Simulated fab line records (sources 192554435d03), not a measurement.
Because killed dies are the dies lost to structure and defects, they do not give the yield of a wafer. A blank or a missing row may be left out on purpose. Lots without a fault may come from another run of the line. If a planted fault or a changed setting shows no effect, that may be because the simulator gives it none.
What tool caused it?    flow n5Finfet    Sampling: 12 lots, 36 wafers, 5 of 1938 route steps

WHAT THE GAUGES READ, wafer by wafer
N5_MOL_CONTACT_COAG_CD_MEAS_84 targets a cd of 25.1 nm.
lot   measured      on        cdNm (nm)
L075  day 5 11:42   cdSem-01  25.32 24.97 25.05
L078  day 6 01:52   cdSem-03  25.04 24.90 24.72
L079  day 6 06:29   cdSem-03  25.08 24.82 25.09
L081  day 6 20:20   cdSem-02  25.42 24.82 25.09
L083  day 7 08:44   cdSem-01  25.19 25.15 25.13
L085  day 7 20:49   cdSem-01  25.04 25.02 25.22
L087  day 8 06:08   cdSem-03  25.45 25.33 25.24
L089  day 8 22:32   cdSem-01  24.81 24.91 25.21
L091  day 9 09:04   cdSem-03  25.16 24.84 25.38
L093  day 9 22:29   cdSem-03  24.99 24.85 25.14
L095  day 10 04:47  cdSem-01  25.08 24.97 24.42
L097  day 11 01:43  cdSem-03  25.11 25.15 25.44

WHAT TOOL EACH LOT RAN ON (gives the tool, then ch and the chambers of the sampled wafers, and finally the start)
lot   N5_GATE_CUT_CMP_43             N5_MOL_CONTACT_COAG_STRIP_98      N5_MOL_CONTACT_COAG_SPUTTER_130  N5_MOL_CONTACT_COAG_ALD_27
L075  cmp-01 ch 0,1,3, day 4 22:43   rieDiel-05 ch 1,3, day 5 00:13    pvdSputter-01, day 5 07:21       aldSin-01 ch 1,3, day 5 08:42
L078  cmp-03 ch 1,2,3, day 5 14:37   rieDiel-05 ch 1,2,3, day 5 16:12  pvdSputter-01, day 5 21:34       aldSin-01 ch 0,1,2, day 5 22:38
L079  cmp-01 ch 2,3, day 5 21:08     rieDiel-02 ch 0,2, day 5 22:36    pvdSputter-01, day 6 02:45       aldSin-02 ch 1,2, day 6 03:45
L081  cmp-03 ch 0,1, day 6 10:11     rieDiel-06 ch 1,3, day 6 11:46    pvdSputter-01, day 6 16:17       aldSin-02 ch 0,1,3, day 6 17:17
L083  cmp-01 ch 0,1,3, day 6 20:46   rieDiel-02 ch 1,2,3, day 6 22:14  pvdSputter-03, day 7 04:40       aldSin-04 ch 0,1,2, day 7 05:52
L085  cmp-03 ch 1,2,3, day 7 09:48   rieDiel-02 ch 2,3, day 7 11:24    pvdSputter-02, day 7 16:47       aldSin-04 ch 0,2,3, day 7 17:47
L087  cmp-03 ch 0,3, day 7 20:55     rieDiel-05 ch 0,1, day 7 22:22    pvdSputter-02, day 8 02:20       aldSin-04 ch 0,3, day 8 03:23
L089  cmp-03 ch 0,1,3, day 8 06:17   rieDiel-05 ch 2,3, day 8 07:42    pvdSputter-02, day 8 15:10       aldSin-01 ch 1,2,3, day 8 18:33
L091  cmp-01 ch 2,3, day 8 21:44     rieDiel-05 ch 0,1, day 8 23:28    pvdSputter-01, day 9 05:19       aldSin-02 ch 0,3, day 9 06:19
L093  cmp-03 ch 0,1,2, day 9 11:49   rieDiel-02 ch 0,3, day 9 13:15    pvdSputter-02, day 9 18:34       aldSin-01 ch 0,3, day 9 19:36
L095  cmp-02 ch 0,1,2, day 9 18:29   rieDiel-02 ch 0,1,3, day 9 19:57  pvdSputter-03, day 10 00:53      aldSin-02 ch 0,3, day 10 01:55
L097  cmp-01 ch 0,2,3, day 10 12:05  rieDiel-02 ch 0,3, day 10 13:37   pvdSputter-02, day 10 21:38      aldSin-01 ch 0,1,3, day 10 22:40
- N5_GATE_CUT_CMP_43: polishes SiO2.
- N5_MOL_CONTACT_COAG_STRIP_98: strips in N2/H2.
- N5_MOL_CONTACT_COAG_SPUTTER_130: material Co, target thk 47.5 nm.
- N5_MOL_CONTACT_COAG_ALD_27: deposits SiOC, target thk 17 nm, pulse time 1.5 s, time 2720 s.

THE ANSWER, worked out from the rows above alone
Rule: usual is defined by the lots themselves. The widest of any qualifying gaps counts: lots, ordered by their means at a reading, are off when they make up no more than a third of the lots, leave a main group of 4 or more, and stand apart from it by 3 or more times the standard deviation of that group's means. If all means in a main group match to the digits the tables above print for the reading, that group is not used. Also off: a lot with no number at a reading for which 4 or more lots have one. Where the step has rows for the other lots, those lots are counted as sound.
None of the lots is off at any reading shown; this tells nothing.

WHAT THE SIMULATOR HAD INSERTED
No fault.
